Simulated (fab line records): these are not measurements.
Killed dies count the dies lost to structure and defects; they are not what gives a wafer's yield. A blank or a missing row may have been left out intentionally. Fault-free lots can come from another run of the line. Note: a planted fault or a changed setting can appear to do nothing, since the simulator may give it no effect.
A lot that was struck, set against a sound lot ; flow n5 finfet ; 35 out of 1938 route steps
Sound: the wafers L473.1, L473.2, L473.3. Struck: wafer L466.4 (L466.2, L466.6, from the same lot, were not struck and are left out); the cause is given at the end.
Per side, at each step with rows, come the tool, then ch with its chambers, and then its first start. Under that, the readings that differ: sound wafers ; struck wafers ; difference of the means ; sigmas: that difference in standard deviations of wafers without a fault.
alike: readings whose means differ by less than 2 such deviations, and words and numbers that are the same on both sides. not compared: withheld readings, readings that some wafer has no value for, bounds like >300 that may hide the same value, and numbers for which the record gives no deviation and whose values overlap.
Wherever a step has rows on one side only, a row that says differs or no value, or a row with sigmas, the two part there. Non-overlapping numbers with no deviation appear without sigmas and do not part them. A reading missing from all wafers of one side parts the sides only when that side holds two or more wafers.

first, 9 steps without rows for these wafers: N5_BEOL_M13_SOFTBAKE_23 (time 60 s); N5_BEOL_M13_EXPOSE_25 (exposes mask M13, target cd 210 nm); N5_BEOL_M13_PEB_26 (peb time 90 s); N5_BEOL_M13_DEVELOP_27 (develop time 45 s); N5_BEOL_M13_HARDBAKE_32 (time 120 s); N5_BEOL_M13_DESCUM_33 (chemistry O2, time 7.9 s); N5_BEOL_M13_ETCH_67 (etches SiARC in CF4, target depth 143 nm, time 238.3 s); N5_BEOL_M13_ETCH_68 (etches SOC in N2/H2, time 355 s); N5_BEOL_M13_STRIP_69 (strips in N2/H2).
N5_BEOL_M13_TRENCH_ETCH_34: etches SiOC in C4F8/O2/Ar, target depth 413.47 nm, time 162.6 s.
  sound on rie diel-02 ch 1,2,3, day 15 18:14; struck on rie diel-06 ch 2, day 14 05:03
  alike: drypump motor current A, mfc ar sccm, oes product au, rf vpp V, showerhead plenum p Torr, throttle valve pct
  not compared: rf hours counter h
then, 24 steps without rows for these wafers: N5_BEOL_M13_STRIP_70 (strips in C4F8/O2/Ar); N5_BEOL_M13_STRIP_37 (strips in N2/H2); N5_BEOL_M13_ETCH_38 (etches SiCN in CF4/N2, target depth 67.5 nm, time 71.9 s); N5_BEOL_M13_PRECLEAN_39 (cleans in residue remover, time 60 s); N5_BEOL_M13_SRD_40 (time 30 s, dry time 30 s); N5_BEOL_M13_DEGAS_41 (time 60 s); N5_BEOL_M13_PRE_CLEAN_42 (time 30 s); N5_BEOL_M13_SPUTTER_43 (material TaN, target thk 15 nm, time 24.19 s); N5_BEOL_M13_SPUTTER_44 (material Ta, target thk 10 nm, time 16.13 s); N5_BEOL_M13_SPUTTER_45 (material Cu, target thk 80 nm, time 13.33 s); N5_BEOL_M13_ECD_47 (material Cu, target thk 936 nm); N5_BEOL_M13_ANNEAL_48 (time 90 s); N5_BEOL_M13_CMP_49 (polishes, stops on SiOC, t overpolish 17.1 s, target thk 420 nm); N5_BEOL_M13_PRE_CLEAN_52 (time 15 s); N5_BEOL_M13_DEP_53 (deposits SiCN from 3MS/NH3, target thk 50 nm, time 17.8 s); N5_BEOL_M14_ILD_DEP_00 (deposits SiO2 from TEOS/O2, target thk 1119.3 nm, time 237.4 s); N5_BEOL_M14_COAT_58 (time 60 s, resist thk 89 nm); N5_BEOL_M14_COAT_04 (resist thk 800 nm); N5_BEOL_M14_EBR_06; N5_BEOL_M14_SOFTBAKE_05 (time 60 s); N5_BEOL_M14_EXPOSE_07 (exposes mask V13); N5_BEOL_M14_PEB_08 (peb time 90 s); N5_BEOL_M14_DEVELOP_09 (develop time 45 s); N5_BEOL_M14_HARDBAKE_14 (time 120 s).
N5_PASSIVATION_PROBE_49:
  sound on prober-02, day 17 08:22; struck on prober-01, day 15 13:30
reading;sound;struck;difference;sigmas
defect limited yield (%);92.8 91.1 91.0;80.8;-10.8;-7
killed_at_M4_up;9 18 25;144;+127;+26
killed dies;85 105 106;227;+128;+7
killed on rim;10 15 14;30;+17;+4
sort_bin_5_function (%);4.3 5.3 5.4;11.8;+6.8;+7
sort n pass;1095 1075 1074;953;-128;-7
sort yield pct (%);92.8 91.1 91.0;80.8;-10.8;-7
  alike: killed_at_M0_to_M3, killed at contacts, killed at front end, killed at other, killed open, killed short, sort_bin_6_memory, sort_bin_8_speed

== WHERE THEY PART ==
Within this record, at N5_PASSIVATION_PROBE_49 only.

WHY: what had been put in by the simulator
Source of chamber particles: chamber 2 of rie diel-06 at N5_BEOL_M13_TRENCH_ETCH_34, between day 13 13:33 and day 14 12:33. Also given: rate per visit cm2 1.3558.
